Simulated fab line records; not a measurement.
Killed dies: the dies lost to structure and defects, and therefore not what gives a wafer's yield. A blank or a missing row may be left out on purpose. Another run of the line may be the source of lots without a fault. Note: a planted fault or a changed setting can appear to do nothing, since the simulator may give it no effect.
Matching of chambers + flow nandHarc + NHARC_A_M1_CMP_23 on cmp-03 has 4 sister chambers
The step polishes, t overpolish 20 s, target thk 154.34 nm. 8 wafers are shown with their chamber, then 8 later ones without.

## EACH WAFER AND ITS CHAMBER
| wafer  | chamber | motorCurrentA (A) | edgeZonePressureFrac |
|--------|---------|-------------------|----------------------|
| L080.1 | 3       | 13.6              | 1.005                |
| L080.2 | 2       | 10.4              | 1.001                |
| L081.5 | 1       | 10.8              | 0.997                |
| L081.6 | 0       | 13.5              | 1.000                |
| L084.1 | 0       | 12.5              | 1.002                |
| L084.2 | 1       | 11.5              | 0.997                |
| L084.6 | 2       | 10.4              | 0.996                |
| L089.3 | 3       | 13.7              | 1.004                |

## WAFERS WHOSE CHAMBER IS MISSING
| wafer  | motorCurrentA (A) | edgeZonePressureFrac |
|--------|-------------------|----------------------|
| L089.4 | 11.0              | 1.003                |
| L089.6 | 10.8              | 0.999                |
| L090.2 | 10.2              | 0.997                |
| L090.3 | 13.2              | 1.010                |
| L090.6 | 10.7              | 1.001                |
| L092.2 | 10.7              | 0.995                |
| L092.3 | 11.1              | 1.002                |
| L092.4 | 13.2              | 0.993                |

## WHICH CHAMBER EACH ONE RAN IN
| wafer  | from the rows above          | in truth |
|--------|------------------------------|----------|
| L089.4 | can't be placed: 2 or 1      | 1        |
| L089.6 | can't be placed: 2 or 1      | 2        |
| L090.2 | can't be placed: 2 or 1      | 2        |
| L090.3 | can't be placed: 3 or 0      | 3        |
| L090.6 | can't be placed: 2 or 1      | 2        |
| L092.2 | can't be placed: 1 or 2      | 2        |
| L092.3 | can't be placed: 2 or 1 or 0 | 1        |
| L092.4 | can't be placed: 0 or 1 or 3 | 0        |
Correct placement for 0 of the 8. Can't be placed from these rows: 8 (the true chamber is among the candidates in 8). Placed wrongly: 0.
How it was worked out, from the rows above alone: a wafer's distance from a chamber is the root of the sum, over the readings, of the square of ((its reading less the chamber's mean) divided by the reading's scatter). If the next closest chamber is less than 2 further off than the closest, the wafer can't be placed; otherwise it belongs to the closest. For every chamber, the mean is computed from those of its wafers that are shown. The scatter: take each reading less its chamber's mean, square it, sum over the shown wafers, divide by the number of wafers less the number of chambers, and take the root.
